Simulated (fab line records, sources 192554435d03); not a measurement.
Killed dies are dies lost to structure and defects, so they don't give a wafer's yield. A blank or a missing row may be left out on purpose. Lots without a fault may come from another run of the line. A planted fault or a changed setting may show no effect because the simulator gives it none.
A struck lot beside a sound one | flow n5_finfet | 16 steps out of a route of 1938
Sound: wafers L678.1, L678.4, L678.6. Struck: wafer L672.5. (L672.2, L672.6 of the same lot were not struck and are left out.) The cause comes at the end.
At each step with rows: each side's tool, then ch and its chambers, then its first start. Under that, the readings that differ: sound wafers | struck wafers | difference of the means | sigmas: that difference in standard deviations of wafers without a fault.
alike: readings whose means differ by less than 2 such deviations, and words and numbers that are the same on both sides. not compared: withheld readings, readings that some wafer has no value for, bounds like >300 that may hide the same value, and numbers for which the record gives no deviation and whose values overlap.
The two part at a step that has a row with sigmas, a row that says differs or no value, or rows on one side only. Numbers that don't overlap but have no deviation are shown without sigmas and don't part them. A reading that every wafer of one side lacks parts them only if that side has two wafers or more.

first, 2 steps without rows for these wafers: N5_HKMG_FIN_STRIP_89 (strips SOC in N2/H2, time 20 s); N5_HKMG_FIN_WET_ETCH_87 (etches TiN in SC1, time 154.2 s, target depth 4.7 nm, rinse time 30 s).
N5_HKMG_FIN_STRIP_88: strips in N2/H2, time 360 s.
  sound on plasma_asher-01 ch 1, day 6 22:03; struck on plasma_asher-02 ch 0, day 5 15:10
  reading                     | sound          | struck | difference | sigmas
  drypump_motor_current_A (A) | 5.87 5.87 5.85 | 5.35   | -0.51      | -2
  alike: heater_power_w, temp_c
  not compared: rf_hours_counter_h
N5_HKMG_FIN_NWFM_ALD_20: deposits TiAlC, target thk 2 nm, pulse time 3 s, purge time 2 s.
  sound on ald_metal-04 ch 1,2,3, day 6 22:26; struck on ald_metal-02 ch 0, day 5 15:32
  alike: heater_power_w, precursor_pulse_height_rel
  not compared: ald_cycles
then, 3 steps without rows for these wafers: N5_HKMG_FIN_ALD_71 (deposits TiN, target thk 1 nm, pulse time 1 s, purge time 3 s); N5_HKMG_FIN_COAT_66 (time 60 s, resist thk 300 nm); N5_HKMG_FIN_ETCH_67 (etches SOC in N2/H2, stops on TiN, target depth 388.9 nm).
N5_HKMG_FIN_STRIP_90: strips SOC in N2/H2, time 20 s.
  sound on rie_diel-05 ch 0,1,2, day 6 23:02; struck on rie_diel-05 ch 2, day 5 16:02
  alike: chamber_pressure_mTorr, drypump_motor_current_A, oes_product_au, rf_vpp_V, showerhead_plenum_p_Torr, temp_c, throttle_valve_pct
  not compared: rf_hours_counter_h
then, 1 step without rows for these wafers: N5_HKMG_FIN_WET_ETCH_73 (etches the open film in SC1, time 42.3 s, target depth 1.3 nm, rinse time 30 s).
N5_HKMG_FIN_ETCHBACK_68: etches the open film in Cl2/Ar, stops on HfO2, target depth 0.5 nm.
  sound on rie_metal-01 ch 0,1, day 6 23:12; struck on rie_metal-02 ch 0, day 5 16:12
  alike: bias_w, chamber_pressure_mTorr, drypump_motor_current_A, oes_product_au, throttle_valve_pct
  not compared: rf_hours_counter_h
N5_HKMG_FIN_STRIP_69: strips in N2/H2, time 360 s.
  sound on plasma_asher-01 ch 0,1, day 6 23:20; struck on plasma_asher-02 ch 1, day 5 16:20
  alike: drypump_motor_current_A, heater_power_w, temp_c
  not compared: rf_hours_counter_h
then, 1 step without rows for these wafers: N5_HKMG_FIN_ALD_21 (deposits TiN, target thk 1.5 nm, pulse time 1 s, purge time 3 s).
N5_HKMG_FIN_ALD_72: deposits W, target thk 2 nm, pulse time 1 s, purge time 2 s.
  sound on cvd_w-01 ch 0,1, day 7 00:05; struck on cvd_w-02 ch 0, day 5 17:05
  reading                                | sound   | struck | difference | sigmas
  ald_cycles                             | 7 7 7   | 10     | +3         |
  model.W_of_HKMG_FIN_ALD_72.thk_nm (nm) | 2.2 2 2 | 2.6    | +0.5       |
  alike: heater_power_w, precursor_pulse_height_rel
then, 1 step without rows for these wafers: N5_HKMG_FIN_W_FILL_22 (material W, target thk 60 nm, time 18.2 s).
-- the record jumps here: 4 days lie between the struck wafers' starts before and after (it left off in module HKMG_FIN and takes up again in module BEOL_M4, whose first step shown is number 1111 of the route) --
N5_BEOL_M4_RC_MEAS_101:
  sound on prober-01 ch 0, day 10 11:14; struck on prober-02 ch 0, day 10 02:10
  alike: DIBL_N, DIBL_P, IOFF_N, IOFF_P, ION_N, ION_P, SS_N, SS_P, VT_N, VT_P
then, 1 step without rows for these wafers: N5_PASSIVATION_PROBE_49.

WHERE THEY PART
Only at N5_HKMG_FIN_STRIP_88, within this record. Later steps at which nothing parts them and some readings are alike: N5_HKMG_FIN_NWFM_ALD_20, N5_HKMG_FIN_STRIP_90, N5_HKMG_FIN_ETCHBACK_68, N5_HKMG_FIN_STRIP_69, N5_HKMG_FIN_ALD_72, N5_BEOL_M4_RC_MEAS_101.

WHY: what the simulator had put in
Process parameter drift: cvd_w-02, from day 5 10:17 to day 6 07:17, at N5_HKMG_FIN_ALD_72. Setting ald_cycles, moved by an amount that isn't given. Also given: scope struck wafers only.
